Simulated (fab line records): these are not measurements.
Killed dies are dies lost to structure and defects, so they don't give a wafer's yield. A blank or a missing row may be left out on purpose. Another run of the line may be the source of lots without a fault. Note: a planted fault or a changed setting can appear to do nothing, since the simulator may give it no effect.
Matching of chambers	flow n5_finfet	ald_sin-01 running N5_FIN_SAQP_ALD_61: 4 sister chambers
The step deposits SiO2, target thk 4 nm, pulse time 1 s, purge time 2 s. 4 wafers are shown with their chamber, then 9 later ones without.

== WAFERS WITH THEIR CHAMBER ==
wafer	chamber	heater_power_w (W)
L090.1	1	456
L094.1	3	436
L094.4	0	549
L094.5	2	527

== WAFERS MISSING THEIR CHAMBER ==
wafer	heater_power_w (W)
L095.1	459
L095.2	539
L095.4	517
L096.1	469
L096.2	531
L096.3	537
L097.4	541
L097.5	426
L097.6	537

== THE CHAMBER EACH PASSED THROUGH ==
wafer	from the rows above	in truth
L095.1	1	1
L095.2	can't be placed: 0 or 2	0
L095.4	2	2
L096.1	1	1
L096.2	can't be placed: 2 or 0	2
L096.3	can't be placed: 2 or 0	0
L097.4	can't be placed: 0 or 2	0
L097.5	3	3
L097.6	can't be placed: 2 or 0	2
4 of 9 placed correctly. Not placeable from these rows: 5 (in 5, the candidates include the true chamber). Number placed wrongly: 0.
How it was worked out, from the rows above alone: a wafer's distance from a chamber is the root of the sum, over the readings, of the square of ((its reading less the chamber's mean) divided by the reading's scatter). If the next closest chamber is less than 2 further off than the closest, the wafer can't be placed; otherwise it belongs to the closest. The mean given for a chamber averages the wafers shown for that chamber. The scatter: with one shown wafer a chamber, the root of the mean of the squares of how far each hidden wafer lies from its nearest shown one.
